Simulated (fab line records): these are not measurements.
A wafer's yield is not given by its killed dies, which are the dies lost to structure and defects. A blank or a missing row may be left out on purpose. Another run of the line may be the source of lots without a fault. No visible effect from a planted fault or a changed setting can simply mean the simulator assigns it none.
Split-lot trial | flow n5_finfet | 21 wafers read from 7 lots, route of 1938 steps

== SPLIT DETAILS ==
At N5_HKMG_FIN_COAT_06 (resist thk 90 nm), the setting spin_rpm was moved away from the recipe's 1500 rpm on 4 of the 21 wafers read, by +4.7% to +5.3%. For the rest of the wafers, this setting stayed at what the recipe calls for.

== FROM THE SPLIT TO THE READING: what the file shows between them, 5 steps ==
- N5_HKMG_FIN_EBR_08
- N5_HKMG_FIN_SOFTBAKE_07: time 60 s
- N5_HKMG_FIN_EXPOSE_09: exposes mask NWFM
- N5_HKMG_FIN_PEB_10: peb time 60 s
- N5_HKMG_FIN_DEVELOP_11: develop time 30 s

== THE READING ==
CAR-ArF_of_HKMG_FIN_COAT_06.thk_nm (the simulator's own value, which no gauge read), in nm, at N5_HKMG_FIN_DESCUM_17 (chemistry O2, time 7.9 s). The file gives no usual value for it. Average 83.5 nm, standard deviation 0.16 nm, over the 17 wafers here run with the recipe.

wafer  | tool, chamber at the split | spin_rpm as run, rpm | against the recipe | CAR-ArF_of_HKMG_FIN_COAT_06.thk_nm, nm | against lot-mates on the recipe
L074.2 | litho_track-04, 0          | 1500                 | recipe             | 83.6                                   | -
L074.5 | litho_track-04, 0          | 1500                 | recipe             | 83.6                                   | -
L074.6 | litho_track-04, 0          | 1500                 | recipe             | 83.6                                   | -
L077.1 | litho_track-05, 0          | 1580                 | +5.3%              | 81.2                                   | -2.6
L077.4 | litho_track-05, 0          | 1500                 | recipe             | 83.8                                   | -
L077.5 | litho_track-05, 0          | 1580                 | +5.3%              | 81                                     | -2.8
L080.2 | litho_track-02, 0          | 1500                 | recipe             | 83.4                                   | -
L080.5 | litho_track-02, 0          | 1500                 | recipe             | 83.6                                   | -
L080.6 | litho_track-02, 0          | 1500                 | recipe             | 83.6                                   | -
L085.1 | litho_track-05, 0          | 1500                 | recipe             | 83.6                                   | -
L085.4 | litho_track-05, 0          | 1500                 | recipe             | 83.6                                   | -
L085.5 | litho_track-05, 0          | 1500                 | recipe             | 83.6                                   | -
L087.2 | litho_track-02, 0          | 1570                 | +4.7%              | 82                                     | -1.6
L087.3 | litho_track-02, 0          | 1570                 | +4.7%              | 81.6                                   | -2.0
L087.6 | litho_track-02, 0          | 1500                 | recipe             | 83.6                                   | -
L091.1 | litho_track-05, 0          | 1500                 | recipe             | 83.6                                   | -
L091.3 | litho_track-05, 0          | 1500                 | recipe             | 83.2                                   | -
L091.6 | litho_track-05, 0          | 1500                 | recipe             | 83.2                                   | -
L095.1 | litho_track-05, 0          | 1500                 | recipe             | 83.8                                   | -
L095.4 | litho_track-05, 0          | 1500                 | recipe             | 83.4                                   | -
L095.5 | litho_track-05, 0          | 1500                 | recipe             | 83.4                                   | -

FIT RESULTS
A straight line over all 21 wafers: CAR-ArF_of_HKMG_FIN_COAT_06.thk_nm changes by -0.422 nm for each +1% of spin_rpm; r = -0.98; the points scatter about the line by 0.2 nm.
The same after taking each lot's own level away (the mean of its wafers on the recipe; 21 wafers): -0.455 nm for each +1%; r = -0.98; scatter 0.19 nm.
On that fit, the largest move of spin_rpm shifts the reading by 2.4 nm.
Across the lots, their own levels run from 83.33 to 83.80 nm, a range of 2.8 times the standard deviation given above.
Consequently the slope shifts little with the lot-to-lot level, the two slopes agreeing.
Check: for one of the wafers moved furthest among these (+5.3%), held out of the fit, the line's prediction against its lot-mates is -2.35 nm. It came out at -2.6 nm against them.

== FURTHER SPLITS ON THESE WAFERS ==
These wafers also went through other splits before the reading. Each is held against what the fit with the lots' levels taken away leaves over:
other split on the same wafers     | wafers away from the commonest value | r with CAR-ArF_of_HKMG_FIN_COAT_06.thk_nm (lot level and that fit taken away)
N5_SD_EPI_N_EXPOSE_06 dose_mj      | 6                                    | +0.17
N5_SD_EPI_N_ETCH_45 target_depth_a | 9                                    | +0.02
N5_SDB_HM_DEP_00 time_s            | 5                                    | -0.04
N5_SDB_COAT_03 temp_c              | 9                                    | +0.02

== THE WHOLE CHAIN: every reading that the file lists as answering this split, in the file's order ==
step                   | what it does             | reading                                                                             | change (the file's fit)               | r (the file's)
N5_HKMG_FIN_COAT_06    | resist thk 90 nm         | CAR-ArF_of_HKMG_FIN_COAT_06.thk_nm (the simulator's own value, which no gauge read) | -0.414 nm for each +1% of the setting | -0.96
N5_HKMG_FIN_DEVELOP_11 | develop time 30 s        | CAR-ArF_of_HKMG_FIN_COAT_06.thk_nm (the simulator's own value, which no gauge read) | -0.425 nm for each +1% of the setting | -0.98
N5_HKMG_FIN_DESCUM_17  | chemistry O2, time 7.9 s | CAR-ArF_of_HKMG_FIN_COAT_06.thk_nm (the simulator's own value, which no gauge read) | -0.454 nm for each +1% of the setting | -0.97

== FILE'S OWN FIT ==
CAR-ArF_of_HKMG_FIN_COAT_06.thk_nm changes by -0.454 nm for each +1% of spin_rpm, r = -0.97.
